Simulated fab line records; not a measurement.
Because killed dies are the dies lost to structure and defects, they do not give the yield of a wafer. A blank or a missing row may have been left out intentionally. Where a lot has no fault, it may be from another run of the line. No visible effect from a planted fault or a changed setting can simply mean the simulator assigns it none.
Matching of chambers	flow nand_harc	pecvd-01 running NHARC_A_BONDPAD_DEP_00: 3 sister chambers
The step deposits SiCN, target thk 250 nm. 22 wafers are shown with their chamber, then 11 later ones without.

## WAFERS, EACH WITH ITS CHAMBER
wafer	chamber	heater_power_w (W)
L074.1	1	603
L074.5	0	710
L074.6	2	526
L074.2	2	511
L074.3	0	694
L074.4	1	603
L075.1	0	619
L075.2	2	554
L075.4	0	661
L080.2	1	599
L080.4	1	599
L080.5	2	634
L084.1	2	534
L084.3	1	538
L084.4	2	561
L086.1	1	591
L086.2	0	633
L086.4	2	584
L088.3	0	695
L088.5	1	608
L088.6	2	498
L089.3	2	593

SIGNATURES (means of the wafers above)
reading	chamber 0	chamber 1	chamber 2	scatter within a chamber
heater_power_w	668.67	591.57	555.00	36.6
Rule: a wafer lies at a distance from a chamber equal to the root of the sum of squares, over the readings, of (its reading less the chamber's mean, divided by the reading's scatter). If the next closest chamber is less than 2 further off than the closest, the wafer can't be placed; otherwise it belongs to the closest. The scatter is the square root of a quotient: the sum, over the shown wafers, of each reading's squared deviation from its chamber's mean, divided by wafers minus chambers.

## WAFERS WITHOUT THEIR CHAMBER
wafer	heater_power_w (W)
L089.5	559
L089.6	597
L092.2	561
L092.4	609
L092.6	584
L095.1	594
L095.3	678
L095.5	587
L096.1	530
L096.2	655
L096.5	687

## THE CHAMBER EACH PASSED THROUGH
wafer	from the rows above	in truth
L089.5	can't be placed: 2 or 1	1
L089.6	can't be placed: 1 or 2 or 0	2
L092.2	can't be placed: 2 or 1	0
L092.4	can't be placed: 1 or 2 or 0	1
L092.6	can't be placed: 1 or 2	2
L095.1	can't be placed: 1 or 2 or 0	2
L095.3	0	0
L095.5	can't be placed: 1 or 2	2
L096.1	can't be placed: 2 or 1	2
L096.2	can't be placed: 0 or 1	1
L096.5	0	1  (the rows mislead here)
Correct placement for 1 of the 11. Cannot be placed on the basis of these rows: 9; the candidates contain the true chamber in 8. Wrongly placed: 1.
